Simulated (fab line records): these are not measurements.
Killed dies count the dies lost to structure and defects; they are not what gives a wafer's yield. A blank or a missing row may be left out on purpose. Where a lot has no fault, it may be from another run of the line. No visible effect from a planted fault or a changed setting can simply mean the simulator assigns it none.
Split-lot experiment + flow n5Finfet + on a route of 1938 steps: 7 lots, 21 wafers read

## ON THE SPLIT
At N5_BEOL_M10_EXPOSE_08 (exposes mask M10), the setting doseMj was moved away from the recipe's 53.75 on 7 of the 21 wafers read, by -4.6% to +7.4%. For the rest of the wafers, this setting stayed at what the recipe calls for.

## FROM THE SPLIT TO THE READING: what the file shows between them, 10 steps
- N5_BEOL_M10_PEB_09: peb time 60 s
- N5_BEOL_M10_DEVELOP_10: develop time 30 s
- N5_BEOL_M10_CD_MEAS_11: target cd 64.1 nm
- N5_BEOL_M10_HM_OPEN_17: chemistry Cl2/BCl3, target TiN, target depth 20 nm, overetch 6 nm
- N5_BEOL_M10_STRIP_19: strips in O2
- N5_BEOL_M10_CD_MEAS_18: pitch 140 nm, target cd 70 nm
- N5_BEOL_M10_COAT_63: time 60 s, resist thk 100 nm
- N5_BEOL_M10_COAT_64: time 60 s, resist thk 30 nm
- N5_BEOL_M10_PRECLEAN_42: cleans in residue remover, time 60 s
- N5_BEOL_M10_SRD_43: time 30 s

## THE READING
cdNm, in nm, at N5_BEOL_M10_CD_MEAS_35 (target cd 70 nm). Fault-free wafers of this fab line usually give 70.3 nm, standard deviation 0.67 nm.

| wafer  | tool, chamber at the split | doseMj as run | against the recipe | cdNm, nm | against lot-mates on the recipe |
|--------|----------------------------|---------------|--------------------|----------|---------------------------------|
| L076.3 | arfiScanner-02, 0          | 53.75         | recipe             | 70.2     | -                               |
| L076.4 | arfiScanner-02, 0          | 51.27         | -4.6%              | 67.7     | -2.8                            |
| L076.6 | arfiScanner-02, 0          | 53.75         | recipe             | 70.8     | -                               |
| L078.2 | arfiScanner-02, 0          | 53.75         | recipe             | 70.1     | -                               |
| L078.3 | arfiScanner-02, 0          | 53.75         | recipe             | 70.7     | -                               |
| L078.5 | arfiScanner-02, 0          | 53.75         | recipe             | 70.9     | -                               |
| L081.1 | arfiScanner-01, 0          | 57.3          | +6.6%              | 74.5     | +3.8                            |
| L081.5 | arfiScanner-01, 0          | 53.75         | recipe             | 70.8     | -                               |
| L081.6 | arfiScanner-01, 0          | 53.75         | recipe             | 70.7     | -                               |
| L083.1 | arfiScanner-01, 0          | 53.75         | recipe             | 69.6     | -                               |
| L083.4 | arfiScanner-01, 0          | 54.8          | +2.0%              | 71.3     | +1.7                            |
| L083.6 | arfiScanner-01, 0          | 54.8          | +2.0%              | 71.1     | +1.5                            |
| L082.1 | arfiScanner-02, 0          | 53.75         | recipe             | 70.5     | -                               |
| L082.4 | arfiScanner-02, 0          | 53.75         | recipe             | 69.7     | -                               |
| L082.5 | arfiScanner-02, 0          | 53.75         | recipe             | 71.1     | -                               |
| L088.1 | arfiScanner-01, 0          | 57.75         | +7.4%              | 73.5     | no lot-mate on the recipe       |
| L088.2 | arfiScanner-01, 0          | 57.75         | +7.4%              | 73.8     | no lot-mate on the recipe       |
| L088.6 | arfiScanner-01, 0          | 57.75         | +7.4%              | 74.3     | no lot-mate on the recipe       |
| L093.1 | arfiScanner-02, 0          | 53.75         | recipe             | 70.8     | -                               |
| L093.4 | arfiScanner-02, 0          | 53.75         | recipe             | 70.8     | -                               |
| L093.5 | arfiScanner-02, 0          | 53.75         | recipe             | 70.1     | -                               |

THE FIT
A straight line over all 21 wafers: cdNm changes by +0.5 nm for each +1% of doseMj; r = +0.96; the points scatter about the line by 0.48 nm.
The same after taking each lot's own level away (the mean of its wafers on the recipe; 18 wafers): +0.603 nm for each +1%; r = +0.96; scatter 0.38 nm.
According to that fit, moving doseMj by its largest amount changes the reading by 4.5 nm.
The lots' own levels span 69.60 to 70.75 nm, that is 1.7 times the standard deviation above.
Hence the slope depends on the lot-to-lot level, as the two fits are not the same.
Check: +4.44 nm against its lot-mates is what the line predicts for one of the wafers moved furthest among these (+6.6%) when that wafer is left out of the fit. Against them it came out at +3.75 nm.

## OTHER SPLITS ON THESE WAFERS
Other splits were also applied to these wafers ahead of the reading. Each is held against what the fit with the lots' levels taken away leaves over:
| other split on the same wafers | wafers away from the commonest value | r with cdNm (lot level and that fit taken away) |
|--------------------------------|--------------------------------------|-------------------------------------------------|
| N5_BEOL_M6_COAT_64 spinRpm     | 8                                    | -0.09                                           |
| N5_BEOL_M7_ILD_DEP_00 timeS    | 7                                    | +0.03                                           |
| N5_BEOL_M7_DESCUM_33 timeS     | 7                                    | -0.13                                           |
| N5_BEOL_M9_COAT_05 spinRpm     | 6                                    | +0.03                                           |
| N5_BEOL_M9_EXPOSE_25 doseMj    | 6                                    | +0.17                                           |
| N5_BEOL_M10_COAT_05 spinRpm    | 7                                    | +0.06                                           |

## THE WHOLE CHAIN: every reading that the file lists as answering this split, in the file's order
| step                   | what it does                  | reading | change (the file's fit)               | r (the file's) |
|------------------------|-------------------------------|---------|---------------------------------------|----------------|
| N5_BEOL_M10_CD_MEAS_11 | target cd 64.1 nm             | cdNm    | +0.616 nm for each +1% of the setting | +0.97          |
| N5_BEOL_M10_CD_MEAS_18 | pitch 140 nm, target cd 70 nm | cdNm    | +0.613 nm for each +1% of the setting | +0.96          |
| N5_BEOL_M10_CD_MEAS_35 | target cd 70 nm               | cdNm    | +0.591 nm for each +1% of the setting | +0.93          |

## THE FILE'S OWN FIT
cdNm changes by +0.591 nm for each +1% of doseMj, r = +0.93.
